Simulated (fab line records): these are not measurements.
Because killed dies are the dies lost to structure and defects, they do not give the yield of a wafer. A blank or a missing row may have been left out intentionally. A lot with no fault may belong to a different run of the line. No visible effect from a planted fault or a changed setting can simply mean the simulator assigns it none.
fab line records	flow nand_harc
record lots=11	wafers=33	last_day=25
route steps=1159 shown A_STAIRCASE@625 END@1159
lots untouched by any fault: they come from a run of this same line in which no faults occurred
start_h: start of the lot's first displayed wafer, in hours after the record's first day	wait_h: how many hours have passed since the lot's step before this one	" as in the row above	L1.1+2: a single row standing in for several wafers	- no value, or no start given	* or withheld: withheld	< > ~ a bound
route shown NAME@n: a module of which the file shows steps, and the number in the route of the first	usual: mean/standard deviation of fault-free wafers	same: alike in all rows	chamber/n: place in a boat	sites: readings site by site	_std_site: standard deviation across them	_edge_site: outer sites' mean less inner sites'	radius_mm: for every site, how far away it sits from the centre of the wafer	mask NAME#n: copy n	behind: the tool/chamber that last shaped the wafer	hold: cause of the lot's hold/its duration in hours/its outcome	device: which transistor (n, p or np) failed to switch	end of line: the route-end tests of the same wafers	step lacking rows: just its recipe	killed: dies that structure and defects cost at the first sort, which is not the same as the wafer's yield	map: dies across one wafer; x = killed, . = not, _ = none there
set.NAME: setting as actually run; set.NAME@STEP: the setting as run at that earlier step	model.NAME: the simulator's own value behind a step, which no gauge read
the route's steps for a sample of lots (tables are steps, rows are wafers)
services: the hour from which a tool's chamber was out of use, counted from the record's first day as start_h (under 0 if before that day), plus the number of hours and why
## steps
# step NHARC_A_STAIRCASE_TRIM_231
# recipe time_s=211.2	o2_flow_sccm=500	ar_flow_sccm=0	bias_w=0	chemistry=O2
# usual drypump_motor_current_A=5.8/0.38	oes_product_au=1.001/0.015	rf_vpp_V=57.8/0.95	showerhead_plenum_p_Torr=3.51/0.2	throttle_valve_pct=17.037/0.0092
lot.wafer	tool	chamber	start_h	wait_h	drypump_motor_current_A	oes_product_au	rf_hours_counter_h	rf_vpp_V	showerhead_plenum_p_Torr	throttle_valve_pct
L817.3	rie_diel-01	2	-	-	5.7	0.974	38	57.2	3.27	17.038
L817.2	"	3	"	"	6.1	0.998	40	59.1	3.40	17.046
L817.5	"	1	"	"	5.9	0.976	-	57.0	3.46	17.038
L818.4	rie_diel-01	0	-	-	5.4	1.009	35	58.7	3.28	17.029
L818.3	"	2	"	"	5.6	0.979	42	57.2	3.26	17.052
L818.2	"	3	"	"	6.1	0.983	44	58.2	3.39	17.025
L821.3	rie_diel-12	2	-	-	6.2	1.007	19	56.9	3.32	17.045
L821.1	"	0	"	"	5.2	0.992	22	57.7	3.80	17.038
L821.5	"	2	"	"	6.2	1.001	-	56.8	3.32	17.038
L819.3	rie_diel-12	3	-	-	6.0	1.014	23	56.8	3.32	17.032
L819.1	"	2	"	"	6.2	0.998	21	56.9	3.32	17.033
L819.6	"	3	"	"	6.0	1.017	-	58.3	3.32	17.043
L827.3	rie_diel-01	1	-	-	5.9	0.972	56	57.4	3.45	17.042
L827.4	"	2	"	"	5.7	0.969	54	58.9	3.81	17.040
L827.6	"	1	"	"	5.9	0.972	-	56.3	3.45	17.035
L834.4	rie_diel-01	3	-	-	6.1	0.996	8	56.9	3.38	17.023
L834.6	"	1	"	"	5.9	0.981	-	58.1	3.44	17.040
L834.5	"	2	"	"	5.7	1.004	-	59.2	3.80	17.046
L833.3	rie_diel-13	3	-	-	6.3	1.007	28	57.3	3.66	17.031
L833.6	"	1	"	"	5.3	1.015	-	59.0	3.66	17.028
L833.5	"	2	"	"	6.4	1.021	-	56.4	3.29	17.038
L835.3	rie_diel-12	3	-	-	6.0	1.003	50	57.7	3.31	17.034
L835.4	"	3	"	"	6.0	1.011	-	59.2	3.31	17.020
L835.6	"	0	"	"	5.1	0.995	-	58.4	3.78	17.061
L837.4	rie_diel-13	2	-	-	6.4	1.021	29	56.5	3.28	17.037
L837.5	"	0	"	"	5.5	1.014	-	57.8	3.75	17.049
L837.6	"	1	"	"	5.3	1.018	-	59.2	3.66	17.036
L836.1	rie_diel-01	0	-	-	5.4	0.984	17	59.0	3.80	17.041
L836.4	"	1	"	"	5.9	0.983	16	57.1	3.44	17.049
L836.3	"	3	"	"	6.1	0.991	17	56.6	3.37	17.026
L839.4	rie_diel-12	0	-	-	5.1	1.020	1	58.2	3.77	17.044
L839.2	"	1	"	"	6.0	1.014	1	57.4	3.40	17.027
L839.1	"	3	"	"	6.0	1.002	1	56.9	3.30	17.038
# step NHARC_A_STAIRCASE_STRIP_238
# recipe power_w=1500	temp_c=250	chemistry=O2
# usual drypump_motor_current_A=5.6/0.34	heater_power_w=352/32
lot.wafer	tool	chamber	start_h	wait_h	drypump_motor_current_A	heater_power_w	rf_hours_counter_h
L817.2	plasma_asher-02	1	252.35	0.1	5.9	322	21
L817.3	"	1	"	"	5.9	321	-
L817.5	"	0	"	"	5.8	354	-
L818.2	plasma_asher-02	1	261.88	0.1	5.9	313	24
L818.3	"	1	"	"	5.9	317	-
L818.4	"	0	"	"	5.8	360	-
L821.1	plasma_asher-02	0	268.23	0.1	5.8	352	26
L821.3	"	1	"	"	5.9	319	-
L821.5	"	0	"	"	5.8	355	-
L819.1	plasma_asher-02	0	271.06	0.1	5.8	366	27
L819.3	"	0	"	"	5.8	357	-
L819.6	"	0	"	"	5.8	345	-
L827.4	plasma_asher-01	1	301.68	0.2	5.4	340	-
L827.3	"	0	"	"	5.0	398	-
L827.6	"	0	"	"	5.0	404	-
L834.4	plasma_asher-02	1	346.70	0.2	5.9	319	-
L834.6	"	1	"	"	5.9	317	-
L834.5	"	0	"	"	5.8	354	-
L833.3	plasma_asher-01	0	347.74	0.2	5.0	402	-
L833.6	"	0	"	"	5.0	407	-
L833.5	"	1	"	"	5.4	331	-
L835.3	plasma_asher-02	1	350.43	0.2	5.9	322	-
L835.4	"	0	"	"	5.8	352	-
L835.6	"	1	"	"	5.9	312	-
L837.4	plasma_asher-01	1	357.83	0.2	5.4	332	-
L837.5	"	0	"	"	5.0	408	-
L837.6	"	1	"	"	5.4	339	-
L836.1	plasma_asher-01	0	366.29	0.9	5.0	406	30
L836.3	"	0	"	"	5.0	402	-
L836.4	"	1	"	"	5.4	337	-
L839.2	plasma_asher-01	0	393.12	0.6	5.0	407	42
L839.1	"	1	"	"	5.4	336	42
L839.4	"	1	"	"	5.4	333	-
# step NHARC_A_STAIRCASE_ETCH_292
# recipe cf4_flow_sccm=100	chf3_flow_sccm=30	ar_flow_sccm=0	rf_w=500	bias_w=200	chemistry=CF4/CHF3
# usual bias_w=199.9/0.62	cf4_flow_sccm=100.0/0.32	drypump_motor_current_A=5.8/0.42	oes_product_au=0.956/0.024	rf_fwd_power_W=497.0/1.6	rf_vpp_V=370/3	showerhead_plenum_p_Torr=1.57/0.093	throttle_valve_pct=16.803/0.0089
lot.wafer	tool	chamber	start_h	wait_h	bias_w	cf4_flow_sccm	drypump_motor_current_A	oes_product_au	rf_fwd_power_W	rf_hours_counter_h	rf_vpp_V	showerhead_plenum_p_Torr	throttle_valve_pct
L817.2	rie_diel-13	0	258.37	0.3	199.6	99.8	5.5	0.947	498.3	57	373	1.69	16.809
L817.3	"	1	"	"	201.1	100.5	5.3	0.920	496.7	55	374	1.64	16.800
L817.5	"	3	"	"	198.6	100.6	6.3	0.931	493.9	-	372	1.64	16.802
L818.4	rie_diel-12	0	267.53	0.1	200.2	99.8	5.1	0.913	497.8	22	373	1.69	16.804
L818.2	"	1	"	"	199.4	99.9	6.1	0.945	498.7	17	369	1.53	16.808
L818.3	"	3	"	"	199.9	100.0	6.0	0.931	495.6	21	367	1.48	16.790
L821.1	rie_diel-12	2	274.35	0.1	199.6	100.0	6.2	0.960	492.8	21	367	1.48	16.794
L821.3	"	0	"	"	199.4	99.8	5.1	0.964	501.3	25	374	1.69	16.801
L821.5	"	1	"	"	199.8	99.9	6.0	0.968	499.1	-	369	1.52	16.803
L819.3	rie_diel-01	1	277.91	0.1	199.7	100.0	5.9	0.950	495.4	47	368	1.54	16.814
L819.1	"	2	"	"	200.4	100.3	5.6	0.947	495.2	46	367	1.45	16.801
L819.6	"	3	"	"	200.9	99.6	6.1	0.961	498.1	-	367	1.51	16.795
L827.3	rie_diel-12	3	307.69	0.1	200.5	99.8	6.0	0.976	499.0	35	366	1.48	16.808
L827.4	"	0	"	"	199.2	100.0	5.1	0.945	497.8	36	374	1.69	16.804
L827.6	"	0	"	"	199.3	99.8	5.1	0.946	500.1	-	373	1.69	16.794
L834.4	rie_diel-01	0	352.09	0.2	200.0	100.3	5.4	0.911	495.5	9	374	1.70	16.807
L834.5	"	2	"	"	200.0	99.5	5.7	0.927	496.8	-	375	1.70	16.805
L834.6	"	3	"	"	199.6	100.4	6.1	0.922	499.2	-	367	1.51	16.803
L833.3	rie_diel-12	2	353.11	0.1	199.6	99.9	6.2	0.978	496.1	53	368	1.47	16.792
L833.6	"	1	"	"	200.6	99.5	6.0	0.943	495.9	-	369	1.52	16.801
L833.5	"	2	"	"	198.9	100.1	6.2	0.986	496.2	-	369	1.47	16.808
L835.4	rie_diel-12	0	357.52	0.1	199.4	99.8	5.1	0.977	497.7	55	375	1.69	16.812
L835.3	"	1	"	"	199.2	99.9	6.0	0.965	496.7	48	369	1.52	16.801
L835.6	"	0	"	"	199.4	99.6	5.1	0.981	498.6	-	373	1.69	16.811
L837.4	rie_diel-12	3	366.84	0.1	201.0	100.2	6.0	0.938	497.6	58	366	1.47	16.808
L837.5	"	1	"	"	200.2	100.2	6.1	0.927	500.7	-	367	1.52	16.786
L837.6	"	2	"	"	200.3	100.1	6.2	0.938	496.6	-	366	1.47	16.806
L836.1	rie_diel-01	3	373.48	0.1	200.7	100.7	6.1	0.956	496.4	20	368	1.50	16.798
L836.3	"	0	"	"	198.9	100.4	5.4	0.960	496.4	20	373	1.69	16.817
L836.4	"	2	"	"	200.6	99.8	5.6	0.958	496.7	-	372	1.69	16.808
L839.4	rie_diel-13	1	399.05	0.1	199.3	99.8	5.3	0.956	497.1	42	370	1.63	16.819
L839.2	"	2	"	"	199.7	100.5	6.5	0.961	497.6	42	368	1.46	16.811
L839.1	"	0	"	"	199.9	100.3	5.5	0.979	499.7	47	375	1.67	16.811
# step NHARC_A_STAIRCASE_ETCH_294
# recipe target_depth_a=49920	time_s=1212.4	ion_energy_ev=800	c4f8_flow_sccm=80	o2_flow_sccm=60	ar_flow_sccm=withheld	rf_w=600	bias_w=3000	chemistry=C4F8/O2/Ar
# usual bias_w=3000/8.5	chamber_pressure_mTorr=25.002/0.022	oes_product_au=0.937/0.014	rf_fwd_power_W=599.2/2	rf_vpp_V=1826/15
lot.wafer	tool	chamber	start_h	wait_h	bias_w	chamber_pressure_mTorr	oes_product_au	rf_fwd_power_W	rf_hours_counter_h	rf_vpp_V
L817.2	rie_diel-13	3	259.45	-	2997	24.994	0.929	599.2	62	1839
L817.3	"	2	"	"	2994	25.020	0.933	598.9	60	1810
L817.5	"	3	"	"	2998	25.030	0.948	596.2	-	1837
L818.2	rie_diel-12	0	268.41	-	2999	25.004	0.924	597.6	23	1846
L818.4	"	2	"	"	2992	24.973	0.934	599.4	20	1810
L818.3	"	3	"	"	3015	25.005	0.940	602.6	22	1811
L821.3	rie_diel-12	1	275.03	-	3014	24.963	0.966	596.7	19	1818
L821.1	"	2	"	"	2992	24.969	0.948	599.7	22	1810
L821.5	"	3	"	"	2980	25.014	0.949	599.3	-	1810
L819.3	rie_diel-01	1	278.58	-	3007	24.985	0.910	596.5	47	1822
L819.1	"	2	"	"	3007	24.999	0.911	600.0	46	1808
L819.6	"	0	"	"	3003	24.997	0.937	599.1	-	1809
L827.3	rie_diel-12	2	308.23	-	2987	24.993	0.932	600.4	34	1811
L827.4	"	3	"	"	3005	25.000	0.944	600.9	35	1812
L827.6	"	2	"	"	2982	25.026	0.937	601.1	-	1809
L834.4	rie_diel-01	0	352.66	-	-	-	-	-	-	-
L834.5	"	0	"	"	-	-	-	-	-	-
L834.6	"	1	"	"	-	-	-	-	-	-
L833.3	rie_diel-12	0	353.78	-	-	-	-	-	-	-
L833.5	"	2	"	"	-	-	-	-	-	-
L833.6	"	3	"	"	-	-	-	-	-	-
L835.4	rie_diel-12	2	358.18	-	3007	24.981	0.937	597.3	55	1810
L835.3	"	0	"	"	2993	25.007	0.942	597.6	55	1844
L835.6	"	2	"	"	3001	24.999	0.939	600.4	-	1812
L837.4	rie_diel-12	3	367.54	-	3008	24.970	0.951	601.5	58	1809
L837.6	"	2	"	"	3002	25.022	0.935	599.0	-	1810
L837.5	"	3	"	"	3009	24.963	0.947	600.5	-	1809
L836.3	rie_diel-01	3	374.51	-	2988	24.997	0.912	599.4	20	1815
L836.1	"	2	"	"	3010	24.985	0.929	597.5	18	1846
L836.4	"	3	"	"	3005	24.980	0.923	597.6	-	1814
L839.1	rie_diel-13	3	399.88	-	2995	24.987	0.941	599.3	48	1835
L839.4	"	0	"	"	3013	24.998	0.948	598.7	47	1843
L839.2	"	2	"	"	2996	25.020	0.957	597.0	43	1807
# step NHARC_END_SORT_01
# recipe temp_c=25
# usual killed_at_array=26/9.7	killed_at_other=1.0/1.2	killed_at_periphery=3.9/2.6	killed_dies=31/9.7	killed_open=3.2/1.8	killed_short=2.0/1.3
# same gross_dies=677
lot.wafer	tool	chamber	start_h	wait_h	killed_at_array	killed_at_other	killed_at_periphery	killed_dies	killed_open	killed_short
L833.3	prober-01	0	543.76	3.1	674	1	2	677	2	0
L833.5	prober-01	0	545.34	3.7	675	1	1	677	4	1
L833.6	prober-01	0	546.13	4.0	670	2	5	677	2	2
L834.4	prober-02	0	544.65	3.4	669	1	7	677	3	4
L834.5	prober-02	0	545.46	3.7	674	0	3	677	1	2
L834.6	prober-02	0	546.26	4.0	668	0	9	677	9	3
# killed by level:class
L833.3 A_STAIRCASE:area_etch=638 A_CHANNEL_HOLE_D1:chamber_film_flake=25 A_SLIT:chamber_film_flake=8 A_WL_FILL:chamber_film_flake=2 A_BLC:geometric_particle:open=1 STARTING-WAFER:geometric_particle:open=1 P_ZERO_WELL:chamber_film_flake=1 P_M2:chamber_film_flake=1
L834.4 A_STAIRCASE:area_etch=653 P_M2:chamber_film_flake=5 A_CHANNEL_HOLE_D1:chamber_film_flake=3 A_STAIRCASE:chamber_film_flake=3 A_WL_FILL:chamber_film_flake=2 A_CONTACT:chamber_film_flake=2 P_CONTACT:geometric_particle:short=1 P_M0:geometric_particle:short=1
L833.5 A_STAIRCASE:area_etch=633 A_CHANNEL_HOLE_D1:chamber_film_flake=22 A_SLIT:chamber_film_flake=14 A_ONON_D1:geometric_particle:short=1 A_CHANNEL_HOLE_D1:geometric_particle:open=1 A_WL_FILL:geometric_particle:open=1 A_CONTACT:geometric_particle:open=1 A_M1:geometric_particle:open=1
L834.5 A_STAIRCASE:area_etch=662 A_CHANNEL_HOLE_D1:chamber_film_flake=7 P_GATE:chamber_film_flake=2 P_M1:geometric_particle:open=1 A_ONON_D1:geometric_particle:short=1 A_CHANNEL_HOLE_D1:geometric_particle:short=1 A_STAIRCASE:chamber_film_flake=1 A_SLIT:chamber_film_flake=1
L833.6 A_STAIRCASE:area_etch=632 A_CHANNEL_HOLE_D1:chamber_film_flake=19 A_SLIT:chamber_film_flake=12 P_M2:chamber_film_flake=4 A_WL_FILL:chamber_film_flake=3 A_CHANNEL_FILL_D1:geometric_particle:short=2 THIN_TSV:chamber_film_flake=2 A_CHANNEL_FILL_D1:geometric_particle:open=1
L834.6 A_STAIRCASE:area_etch=649 P_M2:chamber_film_flake=8 A_CONTACT:geometric_particle:open=3 A_CHANNEL_HOLE_D1:chamber_film_flake=3 A_SLIT:chamber_film_flake=3 A_BLC:geometric_particle:open=2 P_CONTACT:geometric_particle:open=1 A_ONON_D1:geometric_particle:short=1
## services
tool	chamber	start_h	hours	kind
plasma_asher-01	-	229.70	1.4	repair
rie_diel-12	0	235.96	-	clean
rie_diel-12	1	235.96	-	clean
rie_diel-12	2	235.96	-	clean
rie_diel-12	3	235.96	-	clean
rie_diel-01	0	236.41	21.0	repair
rie_diel-12	0	260.46	-	clean
rie_diel-12	1	260.46	-	clean
rie_diel-12	2	260.46	-	clean
rie_diel-12	3	260.46	-	clean
plasma_asher-01	-	276.00	9.0	pm
rie_diel-13	-	276.00	9.0	pm
rie_diel-12	0	284.96	-	clean
rie_diel-12	1	284.96	-	clean
rie_diel-12	2	284.96	-	clean
rie_diel-12	3	284.96	-	clean
rie_diel-12	0	309.67	-	clean
rie_diel-12	1	309.67	-	clean
rie_diel-12	2	309.67	-	clean
rie_diel-01	-	316.00	9.0	pm
plasma_asher-02	-	360.00	9.0	pm
rie_diel-01	1	369.10	7.0	repair
rie_diel-12	-	379.58	9.0	pm
plasma_asher-02	-	389.79	7.0	repair
## key
first_sign step=NHARC_A_STAIRCASE_ETCH_294	reading=tool_record	direction=missing
effect step=NHARC_END_SORT_01	reading=killed_at_array	direction=up	sigmas=67	usual=26	struck=672
more_kills_born_at NHARC_A_STAIRCASE_ETCH_294@rie_diel-01=1964	NHARC_A_STAIRCASE_ETCH_294@rie_diel-12=1903
met_at NHARC_A_STAIRCASE_ETCH_294
struck_lots L833,L834
later_rows_left_out L833.3,L833.5,L833.6,L834.4,L834.5,L834.6
tester_left_out L833,L834
not_acting_at NHARC_A_STAIRCASE_TRIM_231,NHARC_A_STAIRCASE_STRIP_238,NHARC_A_STAIRCASE_ETCH_292
onset_between 308.23 352.66
fault kind=skipped_step_whole	tool=rie_diel-01,rie_diel-12	chamber=-	onset_h=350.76	steps=NHARC_A_STAIRCASE_ETCH_294	scope=struck_lots_only
# tester_left_out: of these lots the tester's yield and bins aren't shown, on N5 and GAA mostly nor the transistor test; their killed dies are dies lost to structure and defects alone, not to doping, threshold or leakage, so they don't give the yield
# later_rows_left_out: the simulator's readings of these wafers behind a module that went badly wrong aren't trusted and aren't shown, but for the sort
